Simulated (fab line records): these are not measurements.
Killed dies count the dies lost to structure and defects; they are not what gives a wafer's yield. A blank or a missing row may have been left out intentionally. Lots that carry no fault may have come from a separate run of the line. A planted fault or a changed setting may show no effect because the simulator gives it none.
The tool behind it: which one? | flow nand-harc | Sampling: 12 lots, 36 wafers, 5 of 1302 route steps

WHAT THE GAUGES SHOWED, per wafer
NHARC_THIN_TSV_CD_MEAS_33: target cd 5000 nm.
lot  | measured     | on        | cd-nm (nm)
L326 | day 24 13:07 | cd-sem-01 | 5002.3 5000.2 4997.7
L325 | day 24 21:05 | cd-sem-02 | 5001.5 5001.6 5000.9
L323 | day 24 22:07 | cd-sem-03 | 4998.2 5001.8 5000.6
L329 | day 26 00:21 | cd-sem-02 | 4997.9 5000.6 5000.3
L333 | day 29 04:15 | cd-sem-03 | 5006.3 5001.5
L339 | day 30 11:17 | cd-sem-01 | 5001.6 5001.2 5002.5
L338 | day 30 13:53 | cd-sem-02 | 5003.1 5001.3 5001.7
L340 | day 30 18:55 | cd-sem-02 | 4999.8 5002.9 4998.4
L342 | day 32 08:28 | cd-sem-01 | 4999.9 5000.6 4999.4
L345 | day 33 03:28 | cd-sem-03 | 4999.7 5000.9 5000.7
L343 | day 33 08:21 | cd-sem-01 | 5001.1 5000.0 4999.3
L346 | day 34 01:10 | cd-sem-01 | 4999.6 4998.0 4998.7

NHARC_END_SORT_01.
lot  | measured     | on        | defect-limited-yield (%) | killed-at-array | killed-at-other | killed-at-periphery | killed-dies | killed-open | killed-short | sort_bin_2_pct (%) | sort_bin_3_pct (%) | sort_bin_4_pct (%) | sort-n-pass | sort-rim-yield-pct (%) | sort-yield-pct (%)
L333 | day 29 13:35 | prober-01 | 88.8 88.8 0              | 66 74 675       | 5 1 1           | 5 1 1               | 76 76 677   | 2 3 1       | 5 4 4        | 4.7 3.8 96.0       | 1.5 0.9 0.3        | 5.0 6.5 3.7        | 601 601 0   | 81 94 0                | 88.8 88.8 0

TOOL THAT RAN EACH LOT (tool first, then ch and the chambers of the sampled wafers, then the start)
lot  | NHARC_A_M0_PVD_21            | NHARC_THIN_TSV_ANNEAL_52         | NHARC_THIN_TSV_DESCUM_35
L326 | pvd-sputter-03, day 23 08:59 | rtp-anneal-01 ch 0, day 24 11:17 | rie-diel-09 ch 0,1,3, day 24 13:16
L325 | pvd-sputter-03, day 23 14:57 | rtp-anneal-02 ch 0, day 24 19:09 | rie-diel-06 ch 0,3, day 24 21:16
L323 | pvd-sputter-01, day 23 18:23 | rtp-anneal-02 ch 0, day 24 20:16 | rie-diel-09 ch 0,2, day 24 22:17
L329 | pvd-sputter-03, day 24 20:26 | rtp-anneal-01 ch 0, day 25 22:27 | rie-diel-09 ch 1,2,3, day 26 00:31
L333 | pvd-sputter-03, day 27 14:58 | rtp-anneal-01 ch 0, day 29 02:19 | rie-diel-06 ch 2,3, day 29 04:25
L339 | pvd-sputter-02, day 28 20:37 | rtp-anneal-02 ch 0, day 30 09:23 | rie-diel-06 ch 1,2,3, day 30 11:29
L338 | pvd-sputter-01, day 29 02:23 | rtp-anneal-02 ch 0, day 30 11:56 | rie-diel-06 ch 0,2,3, day 30 14:02
L340 | pvd-sputter-02, day 29 07:43 | rtp-anneal-01 ch 0, day 30 16:58 | rie-diel-10 ch 2,3, day 30 19:06
L342 | pvd-sputter-01, day 30 23:16 | rtp-anneal-01 ch 0, day 32 06:34 | rie-diel-09 ch 0,3, day 32 08:37
L345 | pvd-sputter-03, day 31 23:50 | rtp-anneal-02 ch 0, day 33 01:39 | rie-diel-10 ch 0,1,2, day 33 03:38
L343 | pvd-sputter-03, day 32 03:11 | rtp-anneal-02 ch 0, day 33 06:25 | rie-diel-06 ch 0,1,3, day 33 08:32
L346 | pvd-sputter-03, day 32 18:23 | rtp-anneal-01 ch 0, day 33 23:19 | rie-diel-10 ch 0,1, day 34 01:19
- NHARC_A_M0_PVD_21: deposits Cu, target thk 30 nm, time 20.49 s.
- NHARC_THIN_TSV_ANNEAL_52: time 90 s.
- NHARC_THIN_TSV_DESCUM_35: chemistry O2, time 3 s.

WHAT THE TOOLS THEMSELVES READ (means of the sampled wafers that have a number; where no wafer has one, the mark that the record gives instead)
NHARC_A_M0_PVD_21.
lot  | tool           | throttle-valve-pct (%)
L326 | pvd-sputter-03 | 29.6
L325 | pvd-sputter-03 | 29.6
L323 | pvd-sputter-01 | 30.1
L329 | pvd-sputter-03 | 28.3
L333 | pvd-sputter-03 | 29.1
L339 | pvd-sputter-02 | 29.3
L338 | pvd-sputter-01 | 29.1
L340 | pvd-sputter-02 | 29.8
L342 | pvd-sputter-01 | 29.3
L345 | pvd-sputter-03 | 29.8
L343 | pvd-sputter-03 | 28.8
L346 | pvd-sputter-03 | 29.8

NHARC_THIN_TSV_ANNEAL_52.
lot  | tool          | wafer_temp_C_max
L326 | rtp-anneal-01 | 226.08
L325 | rtp-anneal-02 | 225.94
L323 | rtp-anneal-02 | 226.08
L329 | rtp-anneal-01 | 225.96
L333 | rtp-anneal-01 | 225.79
L339 | rtp-anneal-02 | 225.92
L338 | rtp-anneal-02 | 225.98
L340 | rtp-anneal-01 | 225.70
L342 | rtp-anneal-01 | 225.94
L345 | rtp-anneal-02 | 226.08
L343 | rtp-anneal-02 | 226.20
L346 | rtp-anneal-01 | 226.11

NHARC_THIN_TSV_DESCUM_35.
lot  | tool        | chamber-pressure-mTorr (mTorr) | drypump-motor-current-A (A) | mfc-ar-sccm (sccm) | oes-product-au (a.u.) | rf-vpp-V (V) | showerhead-plenum-p-Torr (Torr) | throttle-valve-pct (%)
L326 | rie-diel-09 | 60.00                          | 6.4                         | 0.014              | 1.009                 | 58.0         | 1.94                            | 11.310
L325 | rie-diel-06 | 60.06                          | 5.2                         | 0.001              | 1.013                 | 57.9         | 2.00                            | 11.316
L323 | rie-diel-09 | 60.02                          | 5.6                         | 0.006              | 1.005                 | 57.2         | 1.89                            | 11.321
L329 | rie-diel-09 | 60.02                          | 6.0                         | 0.017              | 0.999                 | 57.5         | 1.87                            | 11.317
L333 | rie-diel-06 | 59.95                          | 5.5                         | 0.001              | 0.997                 | 57.5         | 2.02                            | 11.309
L339 | rie-diel-06 | 59.99                          | 5.7                         | 0.010              | 0.998                 | 58.5         | 2.02                            | 11.307
L338 | rie-diel-06 | 59.97                          | 5.4                         | 0.001              | 0.996                 | 58.4         | 2.00                            | 11.322
L340 | rie-diel-10 | 60.01                          | 5.8                         | 0.000              | 0.983                 | 57.9         | 1.97                            | 11.315
L342 | rie-diel-09 | 60.02                          | 6.4                         | 0.000              | 0.999                 | 58.3         | 1.98                            | 11.319
L345 | rie-diel-10 | 60.02                          | 5.9                         | 0.020              | 0.991                 | 57.8         | 1.93                            | 11.309
L343 | rie-diel-06 | 59.99                          | 5.6                         | 0.010              | 0.998                 | 58.5         | 2.01                            | 11.313
L346 | rie-diel-10 | 60.01                          | 5.6                         | 0.029              | 0.992                 | 57.9         | 1.95                            | 11.313

THE ANSWER, worked out from the rows above alone
Rule: what is usual is taken from the lots themselves. The widest of any qualifying gaps counts: lots, ordered by their means at a reading, are off when they make up no more than a third of the lots, leave a main group of 4 or more, and stand apart from it by 3 or more times the standard deviation of that group's means. The tables above print the reading to a certain number of digits; a main group whose means all agree to those digits is not used. A lot without any number at a reading at which 4 lots or more have one is off too. Where the step has rows for the other lots, those lots are counted as sound. The gauges are gone through in route order, then the tools' own readings, and for those a lot's mean is taken as printed above. At the first step where some lot is off, the reading lying furthest off is the one used; lots without a number count as furthest.
No lot is off at any reading shown: from this, nothing can be told.

WHAT THE SIMULATOR HAD INSERTED
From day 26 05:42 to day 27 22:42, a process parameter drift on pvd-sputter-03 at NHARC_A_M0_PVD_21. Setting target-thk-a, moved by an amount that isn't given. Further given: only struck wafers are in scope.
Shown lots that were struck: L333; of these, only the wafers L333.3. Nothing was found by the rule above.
